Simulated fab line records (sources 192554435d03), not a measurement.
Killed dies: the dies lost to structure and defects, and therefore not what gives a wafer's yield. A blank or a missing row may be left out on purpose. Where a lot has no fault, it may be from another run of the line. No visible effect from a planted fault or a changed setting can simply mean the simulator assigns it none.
Chamber matching + flow n5_finfet + 4 sister chambers for N5_BEOL_M5_ETCH_75 on rie_diel-01
The step etches underlayer in N2/H2, target depth 6.5 nm, time 5.2 s. 4 wafers are shown with their chamber, then 12 later ones without.

## WAFERS WITH THEIR CHAMBER
| wafer  | chamber | drypump_motor_current_A (A) |
|--------|---------|-----------------------------|
| L088.6 | 3       | 5.2                         |
| L091.1 | 2       | 5.3                         |
| L091.2 | 0       | 6.7                         |
| L091.4 | 1       | 5.5                         |

## WAFERS MISSING THEIR CHAMBER
| wafer  | drypump_motor_current_A (A) |
|--------|-----------------------------|
| L090.2 | 5.2                         |
| L090.5 | 5.5                         |
| L090.6 | 6.7                         |
| L092.2 | 6.8                         |
| L092.3 | 5.3                         |
| L092.4 | 5.2                         |
| L094.2 | 5.3                         |
| L094.3 | 6.7                         |
| L094.5 | 5.2                         |
| L097.1 | 5.5                         |
| L097.3 | 6.7                         |
| L097.4 | 5.2                         |

## WHICH CHAMBER EACH ONE RAN IN
| wafer  | from the rows above | in truth |
|--------|---------------------|----------|
| L090.2 | 3                   | 3        |
| L090.5 | 1                   | 1        |
| L090.6 | 0                   | 0        |
| L092.2 | 0                   | 0        |
| L092.3 | 2                   | 2        |
| L092.4 | 3                   | 3        |
| L094.2 | 2                   | 2        |
| L094.3 | 0                   | 0        |
| L094.5 | 3                   | 3        |
| L097.1 | 1                   | 1        |
| L097.3 | 0                   | 0        |
| L097.4 | 3                   | 3        |
12 of 12 placed correctly. Not placeable from these rows: 0. Wrongly placed: 0.
How it was worked out, from the rows above alone: a wafer's distance from a chamber is the root of the sum, over the readings, of the square of ((its reading less the chamber's mean) divided by the reading's scatter). The wafer belongs to the nearest chamber; if the next one is less than 2 further off, it can't be placed. For every chamber, the mean is computed from those of its wafers that are shown. The scatter (one wafer shown for each chamber): square how far every hidden wafer sits from the nearest shown wafer, average those squares and take the square root.
